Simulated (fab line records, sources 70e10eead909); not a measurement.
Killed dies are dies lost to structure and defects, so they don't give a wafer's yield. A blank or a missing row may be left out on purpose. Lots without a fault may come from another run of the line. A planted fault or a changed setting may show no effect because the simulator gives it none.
A struck lot beside a sound one | flow nand_harc | 13 steps out of a route of 1302
Sound: wafers L576.2, L576.4, L576.6. Struck: wafer L590.2. (L590.1, L590.5 of the same lot were not struck and are left out.) The cause comes at the end.
At each step with rows: each side's tool, then ch and its chambers, then its first start. Under that, the readings that differ: sound wafers | struck wafers | difference of the means | sigmas: that difference in standard deviations of wafers without a fault.
alike: readings whose means differ by less than 2 such deviations, and words and numbers that are the same on both sides. not compared: withheld readings, readings that some wafer has no value for, bounds like >300 that may hide the same value, and numbers for which the record gives no deviation and whose values overlap.
The two part at a step that has a row with sigmas, a row that says differs or no value, or rows on one side only. Numbers that don't overlap but have no deviation are shown without sigmas and don't part them. A reading that every wafer of one side lacks parts them only if that side has two wafers or more.

first, 1 step without rows for these wafers: NHARC_A_SLIT_SRD_20.
NHARC_A_SLIT_CD_MEAS_21:
  sound on cd_sem-02, day 20 11:05; struck on cd_sem-03, day 26 03:36
  alike: cd_nm
then, 3 steps without rows for these wafers: NHARC_A_SIN_REMOVE_WET_00 (chemistry H3PO4, time 15300 s); NHARC_A_SIN_REMOVE_PRECLEAN_01 (cleans in SC1); NHARC_A_SIN_REMOVE_SRD_02.
NHARC_A_SIN_REMOVE_INSPECT_04:
  sound on defect_inspect-01, day 20 17:46; struck on defect_inspect-01, day 26 10:15
  alike: raw_defect_count
NHARC_A_WL_FILL_ALD_00: deposits Al2O3, target thk 3 nm, pulse time 3 s, ald cycles 30.
  sound on ald_hk-03 ch 0,1,3, day 20 17:49; struck on ald_hk-03 ch 0, day 26 10:26
  reading                    | sound             | struck | difference | sigmas
  precursor_pulse_height_rel | 1.008 1.029 1.030 | 0.980  | -0.042     | -2
  alike: heater_power_w
NHARC_A_WL_FILL_RTA_01: time 5 s.
  sound on rtp_anneal-01 ch 0, day 20 18:07; struck on rtp_anneal-02 ch 0, day 26 10:46
  alike: lamp_power_pct, wafer_temp_C_max
NHARC_A_WL_FILL_ALD_02: deposits TiN, target thk 2 nm, pulse time 3 s, ald cycles 100.
  sound on ald_metal-01 ch 0,2,3, day 20 18:23; struck on ald_metal-04 ch 3, day 26 11:04
  alike: heater_power_w, precursor_pulse_height_rel
NHARC_A_WL_FILL_CVD_03: deposits W, target thk 40 nm, time 279 s.
  sound on cvd_w-02 ch 0,1, day 20 18:47; struck on cvd_w-02 ch 1, day 26 11:25
  reading                      | sound             | struck | difference | sigmas
  chamber_pressure_Torr (Torr) | 40.02 40.06 40.15 | 39.92  | -0.16      | -2
  alike: heater_power_w, throttle_valve_pct
NHARC_A_WL_FILL_ETCHBACK_04: etches the open film in NF3, target depth 60 nm, time 120 s.
  sound on rie_metal-01 ch 0,1, day 20 19:07; struck on rie_metal-01 ch 0, day 26 11:47
  reading          | sound             | struck | difference | sigmas
  run_length_s (s) | 141.9 141.6 140.8 | 133.2  | -8.2       | -22
  alike: drypump_motor_current_A, oes_product_au
  not compared: rf_hours_counter_h
NHARC_A_WL_FILL_ETCHBACK_05: etches the open film in Cl2/BCl3, target depth 22 nm, time 60 s.
  sound on rie_metal-01 ch 0,1, day 20 19:22; struck on rie_metal-01 ch 0, day 26 12:02
  alike: drypump_motor_current_A, oes_product_au, run_length_s
  not compared: rf_hours_counter_h
-- the record jumps here: 4 days lie between the struck wafers' starts before and after (it left off in module A_WL_FILL and takes up again in module END, whose first step shown is number 1302 of the route) --
NHARC_END_SORT_01:
  the record has rows for the struck wafers here (prober-01 ch 0, day 30 09:07) and none for the sound ones

WHERE THEY PART
First at NHARC_A_WL_FILL_ALD_00; last, within this record, at NHARC_END_SORT_01.

WHY: what the simulator had put in
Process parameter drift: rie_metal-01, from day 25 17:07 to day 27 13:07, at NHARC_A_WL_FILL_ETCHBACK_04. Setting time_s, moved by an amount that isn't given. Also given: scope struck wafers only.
